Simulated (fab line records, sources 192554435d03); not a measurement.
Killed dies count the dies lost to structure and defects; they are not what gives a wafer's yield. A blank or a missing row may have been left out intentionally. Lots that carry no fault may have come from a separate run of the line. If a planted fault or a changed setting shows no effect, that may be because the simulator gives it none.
Split-lot trial || flow n5-finfet || 7 lots, 21 wafers read, on a route of 1938 steps

== SPLIT DETAILS ==
At N5_BEOL_M8_HM_DEP_02 (deposits TiN, target thk 20 nm), the setting target-thk-a was moved away from the recipe's 200 angstrom on 5 of the 21 wafers read, by -10.5% to +12.8%. This setting was run at the recipe's value on the other wafers.

== FROM THE SPLIT TO THE READING: what the file shows between them, 4 steps ==
- N5_BEOL_M8_COAT_59: time 60 s, resist thk 100 nm
- N5_BEOL_M8_COAT_60: time 60 s, resist thk 35 nm
- N5_BEOL_M8_STRIP_68: strips in N2/H2
- N5_BEOL_M8_STRIP_67: strips in CF4

== THE READING ==
etch.depth-nm (the simulator's own value, which no gauge read), in nm, at N5_BEOL_M8_HM_OPEN_17 (chemistry Cl2/BCl3, target TiN, target depth 20 nm, overetch 6 nm). There is no usual value for it anywhere in the file. Average 20.09 nm, standard deviation 0.29 nm, over the 16 wafers here run with the recipe.

{"wafer": "L077.2", "tool, chamber at the split": "pvd-sputter-01, -", "target-thk-a as run, angstrom": 200, "against the recipe": "recipe", "etch.depth-nm, nm": 20.1, "against lot-mates on the recipe": "-"}
{"wafer": "L077.3", "tool, chamber at the split": "pvd-sputter-01, -", "target-thk-a as run, angstrom": 200, "against the recipe": "recipe", "etch.depth-nm, nm": 19.88, "against lot-mates on the recipe": "-"}
{"wafer": "L077.6", "tool, chamber at the split": "pvd-sputter-01, -", "target-thk-a as run, angstrom": 200, "against the recipe": "recipe", "etch.depth-nm, nm": 19.9, "against lot-mates on the recipe": "-"}
{"wafer": "L081.1", "tool, chamber at the split": "pvd-sputter-03, -", "target-thk-a as run, angstrom": 200, "against the recipe": "recipe", "etch.depth-nm, nm": 19.62, "against lot-mates on the recipe": "-"}
{"wafer": "L081.4", "tool, chamber at the split": "pvd-sputter-03, -", "target-thk-a as run, angstrom": 200, "against the recipe": "recipe", "etch.depth-nm, nm": 19.64, "against lot-mates on the recipe": "-"}
{"wafer": "L081.5", "tool, chamber at the split": "pvd-sputter-03, -", "target-thk-a as run, angstrom": 200, "against the recipe": "recipe", "etch.depth-nm, nm": 19.78, "against lot-mates on the recipe": "-"}
{"wafer": "L082.1", "tool, chamber at the split": "pvd-sputter-01, -", "target-thk-a as run, angstrom": 200, "against the recipe": "recipe", "etch.depth-nm, nm": 20.47, "against lot-mates on the recipe": "-"}
{"wafer": "L082.5", "tool, chamber at the split": "pvd-sputter-01, -", "target-thk-a as run, angstrom": 200, "against the recipe": "recipe", "etch.depth-nm, nm": 20.39, "against lot-mates on the recipe": "-"}
{"wafer": "L082.6", "tool, chamber at the split": "pvd-sputter-01, -", "target-thk-a as run, angstrom": 200, "against the recipe": "recipe", "etch.depth-nm, nm": 20.08, "against lot-mates on the recipe": "-"}
{"wafer": "L087.1", "tool, chamber at the split": "pvd-sputter-01, -", "target-thk-a as run, angstrom": 200, "against the recipe": "recipe", "etch.depth-nm, nm": 20.56, "against lot-mates on the recipe": "-"}
{"wafer": "L087.4", "tool, chamber at the split": "pvd-sputter-01, -", "target-thk-a as run, angstrom": 192, "against the recipe": "-4.0%", "etch.depth-nm, nm": 19.69, "against lot-mates on the recipe": -0.87}
{"wafer": "L087.5", "tool, chamber at the split": "pvd-sputter-01, -", "target-thk-a as run, angstrom": 192, "against the recipe": "-4.0%", "etch.depth-nm, nm": 19.63, "against lot-mates on the recipe": -0.93}
{"wafer": "L089.1", "tool, chamber at the split": "pvd-sputter-03, -", "target-thk-a as run, angstrom": 200, "against the recipe": "recipe", "etch.depth-nm, nm": 20.19, "against lot-mates on the recipe": "-"}
{"wafer": "L089.3", "tool, chamber at the split": "pvd-sputter-03, -", "target-thk-a as run, angstrom": 200, "against the recipe": "recipe", "etch.depth-nm, nm": 20.04, "against lot-mates on the recipe": "-"}
{"wafer": "L089.5", "tool, chamber at the split": "pvd-sputter-03, -", "target-thk-a as run, angstrom": 178.9, "against the recipe": "-10.5%", "etch.depth-nm, nm": 18.01, "against lot-mates on the recipe": -2.11}
{"wafer": "L091.1", "tool, chamber at the split": "pvd-sputter-01, -", "target-thk-a as run, angstrom": 200, "against the recipe": "recipe", "etch.depth-nm, nm": 20.28, "against lot-mates on the recipe": "-"}
{"wafer": "L091.2", "tool, chamber at the split": "pvd-sputter-01, -", "target-thk-a as run, angstrom": 200, "against the recipe": "recipe", "etch.depth-nm, nm": 20.38, "against lot-mates on the recipe": "-"}
{"wafer": "L091.6", "tool, chamber at the split": "pvd-sputter-01, -", "target-thk-a as run, angstrom": 200, "against the recipe": "recipe", "etch.depth-nm, nm": 20.35, "against lot-mates on the recipe": "-"}
{"wafer": "L096.1", "tool, chamber at the split": "pvd-sputter-01, -", "target-thk-a as run, angstrom": 200, "against the recipe": "recipe", "etch.depth-nm, nm": 19.84, "against lot-mates on the recipe": "-"}
{"wafer": "L096.4", "tool, chamber at the split": "pvd-sputter-01, -", "target-thk-a as run, angstrom": 225.7, "against the recipe": "+12.8%", "etch.depth-nm, nm": 22.43, "against lot-mates on the recipe": "+2.59"}
{"wafer": "L096.5", "tool, chamber at the split": "pvd-sputter-01, -", "target-thk-a as run, angstrom": 225.7, "against the recipe": "+12.8%", "etch.depth-nm, nm": 22.4, "against lot-mates on the recipe": "+2.56"}

FIT RESULTS
A straight line over all 21 wafers: etch.depth-nm changes by +0.179 nm for each +1% of target-thk-a; r = +0.95; the points scatter about the line by 0.28 nm.
The same after taking each lot's own level away (the mean of its wafers on the recipe; 21 wafers): +0.202 nm for each +1%; r = +1.00; scatter 0.093 nm.
The reading moves by 2.6 nm for the largest change in target-thk-a, on that fit.
The span of the lots' own levels, 19.680 to 20.560 nm, comes to 3.1 times the standard deviation stated above.
So the lot-to-lot level changes the slope: the two fits differ.
Check: +2.58 nm against its lot-mates is what the line predicts for one of the wafers moved furthest among these (+12.8%) when that wafer is left out of the fit. Against them it came out at +2.59 nm.

== FURTHER SPLITS ON THESE WAFERS ==
Before the reading, these wafers also passed through other splits. Each is held against what the fit with the lots' levels taken away leaves over:
{"other split on the same wafers": "N5_BEOL_M6_ALD_77 co-reactant-pulse-time-s", "wafers away from the commonest value": 10, "r with etch.depth-nm (lot level and that fit taken away)": -0.38}
{"other split on the same wafers": "N5_BEOL_M7_EXPOSE_25 dose-mj", "wafers away from the commonest value": 6, "r with etch.depth-nm (lot level and that fit taken away)": "+0.46"}
{"other split on the same wafers": "N5_BEOL_M7_VIA_ETCH_34 bias-w", "wafers away from the commonest value": 8, "r with etch.depth-nm (lot level and that fit taken away)": -0.29}
{"other split on the same wafers": "N5_BEOL_M8_PECVD_70 temp-c", "wafers away from the commonest value": 3, "r with etch.depth-nm (lot level and that fit taken away)": "+0.30"}

== THE WHOLE CHAIN: every reading that the file lists as answering this split, in the file's order ==
{"step": "N5_BEOL_M8_HM_DEP_02", "what it does": "deposits TiN, target thk 20 nm", "reading": "TiN_of_BEOL_M8_HM_DEP_02.thk-nm (the simulator's own value, which no gauge read)", "change (the file's fit)": "+0.204 nm for each +1% of the setting", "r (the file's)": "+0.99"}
{"step": "N5_BEOL_M8_HM_OPEN_17", "what it does": "chemistry Cl2/BCl3, target TiN, target depth 20 nm, overetch 6 nm", "reading": "etch.depth-nm (the simulator's own value, which no gauge read)", "change (the file's fit)": "+0.202 nm for each +1% of the setting", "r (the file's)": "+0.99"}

== THE FILE'S OWN FIT ==
etch.depth-nm changes by +0.202 nm for each +1% of target-thk-a, r = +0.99.
